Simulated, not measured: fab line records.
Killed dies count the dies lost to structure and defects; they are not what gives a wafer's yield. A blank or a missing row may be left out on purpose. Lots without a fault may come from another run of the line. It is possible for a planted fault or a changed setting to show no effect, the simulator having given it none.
A struck lot beside a sound one || flow nand harc || 14 steps out of a route of 1302
Sound: wafers L225.1, L225.2, L225.3. Struck: wafer L213.1 (left out: L213.5, L213.6 of the same lot, which were not struck); the cause appears at the end.
Each step with rows lists, per side, the tool, then ch with its chambers, then its first start. Under that, the readings that differ: sound wafers || struck wafers || difference of the means || sigmas: that difference in standard deviations of wafers without a fault.
alike: readings whose means differ by less than 2 such deviations, and words and numbers that are the same on both sides. not compared: withheld readings, readings that some wafer has no value for, bounds like >300 that may hide the same value, and numbers for which the record gives no deviation and whose values overlap.
The two part at a step that has a row with sigmas, a row that says differs or no value, or rows on one side only. When numbers do not overlap yet have no deviation, they are printed without sigmas and do not part them. A reading that every wafer of one side lacks parts them only if that side has two wafers or more.

first, 2 steps without rows for these wafers: NHARC_A_STAIRCASE_ETCH_221 (etches the open film in C4F8/O2, target depth 100 nm, time 40.5 s); NHARC_A_STAIRCASE_TRIM_222 (chemistry O2, time 211.2 s).
NHARC_A_STAIRCASE_ETCH_223: etches the open film in C4F8/O2, target depth 100 nm, time 40.5 s.
  sound on rie diel-01 ch 0,1,3; struck on rie diel-10 ch 2
{"reading": "rf hours counter h (h)", "sound": "38 36 42", "struck": 44, "difference": "+5", "sigmas": ""}
{"reading": "rf vpp V (V)", "sound": "893 896 904", "struck": 886, "difference": -12, "sigmas": -2}
  alike: oes product au
then, 1 step without rows for these wafers: NHARC_A_STAIRCASE_TRIM_224 (chemistry O2, time 211.2 s).
NHARC_A_STAIRCASE_ETCH_225: etches the open film in C4F8/O2, target depth 100 nm, time 40.5 s.
  sound on rie diel-01 ch 1,2,3; struck on rie diel-10 ch 1
{"reading": "rf hours counter h (h)", "sound": "38 42 42", "struck": 59, "difference": "+18", "sigmas": ""}
  alike: oes product au, rf vpp V
then, 1 step without rows for these wafers: NHARC_A_STAIRCASE_TRIM_226 (chemistry O2, time 211.2 s).
NHARC_A_STAIRCASE_ETCH_227: etches the open film in C4F8/O2, target depth 100 nm, time 40.5 s.
  sound on rie diel-01 ch 1,2,3; struck on rie diel-10 ch 1
{"reading": "rf hours counter h (h)", "sound": "42 42 38", "struck": 59, "difference": "+18", "sigmas": ""}
  alike: oes product au, rf vpp V
then, 1 step without rows for these wafers: NHARC_A_STAIRCASE_TRIM_229 (chemistry O2, time 211.2 s).
NHARC_A_STAIRCASE_ETCH_230: etches the open film in C4F8/O2, target depth 100 nm, time 40.5 s.
  sound on rie diel-01 ch 0,1,2; struck on rie diel-10 ch 3
{"reading": "rf hours counter h (h)", "sound": "43 38 37", "struck": 50, "difference": "+11", "sigmas": ""}
  alike: oes product au, rf vpp V
NHARC_A_STAIRCASE_TRIM_231: chemistry O2, time 211.2 s.
  sound on rie diel-01 ch 0,1,3; struck on rie diel-10 ch 2
{"reading": "rf hours counter h (h)", "sound": "43 38 37", "struck": 45, "difference": "+6", "sigmas": ""}
  alike: drypump motor current A, oes product au, rf vpp V, run length s, showerhead plenum p Torr, throttle valve pct
then, 1 step without rows for these wafers: NHARC_A_STAIRCASE_ETCH_232 (etches the open film in C4F8/O2, target depth 100 nm, time 40.5 s).
NHARC_A_STAIRCASE_TRIM_233: chemistry O2, time 211.2 s.
  sound on rie diel-01 ch 0,1,3, day 22 03:41; struck on rie diel-10 ch 0, day 17 17:20
{"reading": "rf hours counter h (h)", "sound": "43 37 39", "struck": 51, "difference": "+11", "sigmas": ""}
{"reading": "run length s (s)", "sound": "233.1 232.8 232.6", "struck": 162.0, "difference": -70.8, "sigmas": "-99 or more"}
  alike: drypump motor current A, oes product au, rf vpp V, showerhead plenum p Torr, throttle valve pct
then, 1 step without rows for these wafers: NHARC_A_STAIRCASE_ETCH_234 (etches the open film in C4F8/O2, target depth 100 nm, time 40.5 s).
-- jump in the record: it breaks off in module A_STAIRCASE and resumes in module END (first step shown: number 1302 of the route), and 8 days separate the struck wafers' starts before and after --
NHARC_END_SORT_01:
  sound on prober-02 ch 0, day 30 06:44; struck on prober-02 ch 0, day 25 17:42
{"reading": "hold", "sound": "- - -", "struck": "await dispo/1.6h/release", "difference": "no value on the sound wafers", "sigmas": ""}
{"reading": "killed at array", "sound": "72 82 88", "struck": 671, "difference": "+590", "sigmas": "+27"}
{"reading": "killed dies", "sound": "81 87 95", "struck": 677, "difference": "+589", "sigmas": "+27"}
  alike: killed at other, killed at periphery, killed open, killed short

== WHERE THEY PART ==
First at NHARC_A_STAIRCASE_ETCH_223; last, within this record, at NHARC_END_SORT_01.

WHY: the cause the simulator had injected
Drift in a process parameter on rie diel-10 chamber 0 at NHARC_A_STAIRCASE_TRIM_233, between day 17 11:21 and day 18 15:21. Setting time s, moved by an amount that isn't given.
